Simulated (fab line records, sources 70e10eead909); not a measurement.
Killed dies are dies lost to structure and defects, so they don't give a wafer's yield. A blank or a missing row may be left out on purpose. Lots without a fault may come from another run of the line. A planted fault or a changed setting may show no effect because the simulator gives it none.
Chamber matching | flow nand_harc | NHARC_A_WL_FILL_ALD_00 on ald_hk-04: 4 sister chambers
The step deposits Al2O3, target thk 3 nm, pulse time 3 s, ald cycles 30. 27 wafers are shown with their chamber, then 12 later ones without.

WAFERS WITH THEIR CHAMBER
wafer  | chamber | heater_power_w (W) | precursor_pulse_height_rel
L074.1 | 3       | 511                | 1.036
L074.5 | 2       | 438                | 0.974
L074.6 | 3       | 527                | 0.972
L078.3 | 2       | 442                | 1.012
L078.4 | 0       | 532                | 0.988
L078.6 | 3       | 501                | 1.025
L077.1 | 1       | 466                | 1.016
L077.3 | 2       | 426                | 1.014
L077.6 | 2       | 419                | 0.996
L080.3 | 0       | 548                | 0.980
L080.4 | 1       | 464                | 0.962
L080.5 | 2       | 424                | 0.976
L080.1 | 3       | 494                | 0.991
L080.2 | 2       | 440                | 0.995
L080.6 | 1       | 464                | 1.005
L084.2 | 3       | 496                | 1.016
L084.3 | 1       | 479                | 0.976
L084.5 | 3       | 516                | 0.999
L085.2 | 0       | 540                | 0.977
L085.5 | 3       | 505                | 0.973
L085.6 | 0       | 541                | 1.026
L086.3 | 1       | 466                | 1.011
L086.4 | 2       | 428                | 1.028
L086.5 | 1       | 476                | 0.968
L087.1 | 1       | 478                | 0.984
L087.2 | 2       | 437                | 0.991
L087.5 | 3       | 521                | 0.996

SIGNATURES (means of the wafers above)
reading                    | chamber 0 | chamber 1 | chamber 2 | chamber 3 | scatter within a chamber
heater_power_w             | 540.25    | 470.43    | 431.75    | 508.88    | 9.13
precursor_pulse_height_rel | 0.99275   | 0.98886   | 0.99825   | 1.00100   | 0.0215
Rule: a wafer's distance from a chamber is the root of the sum, over the readings, of the square of ((its reading less the chamber's mean) divided by the reading's scatter). The wafer belongs to the nearest chamber; if the next one is less than 2 further off, it can't be placed. The scatter: the root of (the sum of the squares of (reading less its chamber's mean) over the shown wafers, divided by (wafers less chambers)).

WAFERS WITHOUT THEIR CHAMBER
wafer  | heater_power_w (W) | precursor_pulse_height_rel
L089.2 | 511                | 1.021
L089.4 | 438                | 1.004
L089.6 | 530                | 1.023
L094.1 | 535                | 0.997
L094.4 | 463                | 0.977
L094.5 | 484                | 0.988
L096.1 | 495                | 1.016
L096.3 | 523                | 0.976
L096.5 | 441                | 0.968
L096.2 | 448                | 1.017
L096.4 | 448                | 0.979
L096.6 | 533                | 1.029

WHICH CHAMBER EACH WENT THROUGH
wafer  | from the rows above     | in truth
L089.2 | 3                       | 3
L089.4 | 2                       | 2
L089.6 | can't be placed: 0 or 3 | 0
L094.1 | 0                       | 0
L094.4 | 1                       | 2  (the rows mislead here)
L094.5 | can't be placed: 1 or 3 | 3
L096.1 | can't be placed: 3 or 1 | 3
L096.3 | can't be placed: 3 or 0 | 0
L096.5 | can't be placed: 2 or 1 | 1
L096.2 | can't be placed: 2 or 1 | 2
L096.4 | can't be placed: 2 or 1 | 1
L096.6 | can't be placed: 0 or 3 | 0
Placed correctly: 3 of 12. Can't be placed from these rows: 8 (the true chamber is among the candidates in 8). Placed wrongly: 1.
